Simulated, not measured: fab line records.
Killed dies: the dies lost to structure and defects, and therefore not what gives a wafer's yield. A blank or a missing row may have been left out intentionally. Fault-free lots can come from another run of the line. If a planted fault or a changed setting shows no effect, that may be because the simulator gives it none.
Matching of chambers -- flow nand_harc -- 4 sister chambers for NHARC_A_CHANNEL_FILL_D2_ALD_14 on ald_hk-02
The step deposits SiO2, target thk 2.5 nm, pulse time 10 s, ald cycles 25. 8 wafers are shown with their chamber, then 8 later ones without.

EACH WAFER AND ITS CHAMBER
wafer,chamber,heater_power_w (W),precursor_pulse_height_rel
L084.6,2,533,1.034
L087.4,2,544,0.988
L089.3,0,449,0.997
L089.6,3,449,0.995
L091.1,1,523,0.987
L091.2,3,440,1.003
L091.3,0,468,1.017
L092.4,1,534,1.025

WAFERS MISSING THEIR CHAMBER
wafer,heater_power_w (W),precursor_pulse_height_rel
L092.5,443,0.979
L092.6,443,0.973
L094.1,440,0.981
L094.3,531,1.002
L094.4,545,0.961
L095.3,449,1.003
L095.5,546,0.969
L095.6,528,1.023

EACH ONE'S CHAMBER
wafer,from the rows above,in truth
L092.5,can't be placed: 3 or 0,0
L092.6,can't be placed: 3 or 0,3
L094.1,can't be placed: 3 or 0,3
L094.3,can't be placed: 1 or 2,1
L094.4,can't be placed: 2 or 1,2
L095.3,can't be placed: 3 or 0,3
L095.5,can't be placed: 2 or 1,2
L095.6,can't be placed: 1 or 2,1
Placed correctly: 0 of 8. These rows do not allow placing 8 (true chamber among the candidates in 8). Number placed wrongly: 0.
How it was worked out, from the rows above alone: a wafer's distance from a chamber is the root of the sum, over the readings, of the square of ((its reading less the chamber's mean) divided by the reading's scatter). If the next closest chamber is less than 2 further off than the closest, the wafer can't be placed; otherwise it belongs to the closest. The mean given for a chamber averages the wafers shown for that chamber. The scatter is the square root of a quotient: the sum, over the shown wafers, of each reading's squared deviation from its chamber's mean, divided by wafers minus chambers.
